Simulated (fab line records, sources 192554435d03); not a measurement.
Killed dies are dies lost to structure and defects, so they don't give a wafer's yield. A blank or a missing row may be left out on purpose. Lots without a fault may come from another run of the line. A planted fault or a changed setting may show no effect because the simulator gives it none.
Chamber matching | flow n5_finfet | N5_HKMG_FIN_CVD_62 on thermal_cvd_si-02: 3 sister chambers
The step deposits a-Si from Si2H6, target thk 3 nm, time 20.8 s. 3 wafers are shown with their chamber, then 7 later ones without.

WAFERS WITH THEIR CHAMBER
wafer  | chamber | heater_power_w (W)
L306.4 | 2       | 1741
L308.1 | 0       | 1233
L308.5 | 1       | 1517

WAFERS WITHOUT THEIR CHAMBER
wafer  | heater_power_w (W)
L308.6 | 1232
L314.2 | 1224
L314.3 | 1502
L314.6 | 1226
L316.1 | 1772
L316.3 | 1539
L316.6 | 1233

WHICH CHAMBER EACH WENT THROUGH
wafer  | from the rows above | in truth
L308.6 | 0                   | 0
L314.2 | 0                   | 0
L314.3 | 1                   | 1
L314.6 | 0                   | 0
L316.1 | 2                   | 2
L316.3 | 1                   | 1
L316.6 | 0                   | 0
Placed correctly: 7 of 7. Can't be placed from these rows: 0. Placed wrongly: 0.
How it was worked out, from the rows above alone: a wafer's distance from a chamber is the root of the sum, over the readings, of the square of ((its reading less the chamber's mean) divided by the reading's scatter). The wafer belongs to the nearest chamber; if the next one is less than 2 further off, it can't be placed. A chamber's mean is the mean of its shown wafers. The scatter: with one shown wafer a chamber, the root of the mean of the squares of how far each hidden wafer lies from its nearest shown one.
